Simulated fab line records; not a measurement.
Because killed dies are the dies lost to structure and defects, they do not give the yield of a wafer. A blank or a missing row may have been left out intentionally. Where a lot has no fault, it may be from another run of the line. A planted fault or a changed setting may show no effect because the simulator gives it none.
Split-lot experiment ; flow n5_finfet ; 7 lots, 21 wafers read, on a route of 1938 steps

## ABOUT THE SPLIT
At N5_BEOL_M9_TRENCH_ETCH_37 (etches SiCOH lowk in C4F6/O2, target depth 151.43 nm, time 49 s), the setting bias_w was moved away from the recipe's 185 W on 10 of the 21 wafers read, by -17.8% to +15.1%. All remaining wafers had this setting at the recipe value.

Reading taken at the split's own step.

## THE READING
rf_vpp_V, in V, at N5_BEOL_M9_TRENCH_ETCH_37 (etches SiCOH lowk in C4F6/O2, target depth 151.43 nm, time 49 s). Typical for fault-free wafers on this fab line: 671 V, with standard deviation 11 V.

wafer;tool, chamber at the split;bias_w as run, W;against the recipe;rf_vpp_V, V;against lot-mates on the recipe
L077.1;rie_diel-02, 2;207.8;+12.3%;744;+71
L077.5;rie_diel-02, 1;185;recipe;672;-
L077.6;rie_diel-02, 0;185;recipe;674;-
L084.2;rie_diel-05, 2;152.1;-17.8%;562;no lot-mate on the recipe
L084.5;rie_diel-05, 1;152.1;-17.8%;570;no lot-mate on the recipe
L084.6;rie_diel-05, 2;152.1;-17.8%;561;no lot-mate on the recipe
L086.2;rie_diel-02, 0;185;recipe;674;-
L086.5;rie_diel-02, 3;185;recipe;667;-
L086.6;rie_diel-02, 2;185;recipe;678;-
L087.1;rie_diel-05, 0;185;recipe;696;-
L087.3;rie_diel-05, 3;213;+15.1%;746;+64
L087.4;rie_diel-05, 1;185;recipe;668;-
L090.1;rie_diel-05, 1;165.6;-10.5%;609;-47
L090.3;rie_diel-05, 2;185;recipe;656;-
L090.4;rie_diel-05, 3;165.6;-10.5%;611;-45
L094.2;rie_diel-05, 3;202.3;+9.4%;715;+54
L094.4;rie_diel-05, 1;185;recipe;666;-
L094.5;rie_diel-05, 2;185;recipe;656;-
L096.2;rie_diel-02, 1;185;recipe;671;-
L096.5;rie_diel-02, 1;159.3;-13.9%;597;-74
L096.6;rie_diel-02, 3;159.3;-13.9%;594;-77

FIT RESULTS
A straight line over all 21 wafers: rf_vpp_V changes by +5.64 V for each +1% of bias_w; r = +0.99; the points scatter about the line by 9 V.
The same after taking each lot's own level away (the mean of its wafers on the recipe; 18 wafers): +5.04 V for each +1%; r = +0.98; scatter 7.7 V.
The reading moves by 90 V for the largest change in bias_w, on that fit.
The span of the lots' own levels, 656.0 to 682.0 V, comes to 2.4 times the standard deviation stated above.
In other words, the slope is changed by the lot-to-lot level; the two fits disagree.
Check: for one of the wafers moved furthest among these (+15.1%), held out of the fit, the line's prediction against its lot-mates is +81.8 V. Against them it came out at +64 V.
Tool readings at the split's step, against how far the setting was moved: rf_vpp_V r = +0.99.

## ADDITIONAL SPLITS CARRIED BY THESE WAFERS
Note: prior to the reading, these wafers also went through further splits. Each is held against what the fit with the lots' levels taken away leaves over:
other split on the same wafers;wafers away from the commonest value;r with rf_vpp_V (lot level and that fit taken away)
N5_BEOL_M7_ETCH_41 source_w;6;+0.30
N5_BEOL_M8_DESCUM_33 time_s;9;-0.26
N5_BEOL_M8_TRENCH_ETCH_37 bias_w;5;+0.56
N5_BEOL_M9_ETCH_66 bias_w;9;-0.33

## THE WHOLE CHAIN: every reading that the file lists as answering this split, in the file's order
step;what it does;reading;change (the file's fit);r (the file's)
N5_BEOL_M9_TRENCH_ETCH_37;etches SiCOH lowk in C4F6/O2, target depth 151.43 nm, time 49 s;rf_vpp_V;+5.03 V for each +1% of the setting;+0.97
N5_BEOL_M9_TRENCH_ETCH_37;etches SiCOH lowk in C4F6/O2, target depth 151.43 nm, time 49 s;TiN_of_BEOL_M9_HM_DEP_02.thk_nm (the simulator's own value, which no gauge read);-0.0405 nm for each +1% of the setting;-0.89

## THE FILE'S OWN FIT
rf_vpp_V changes by +5.03 V for each +1% of bias_w, r = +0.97.
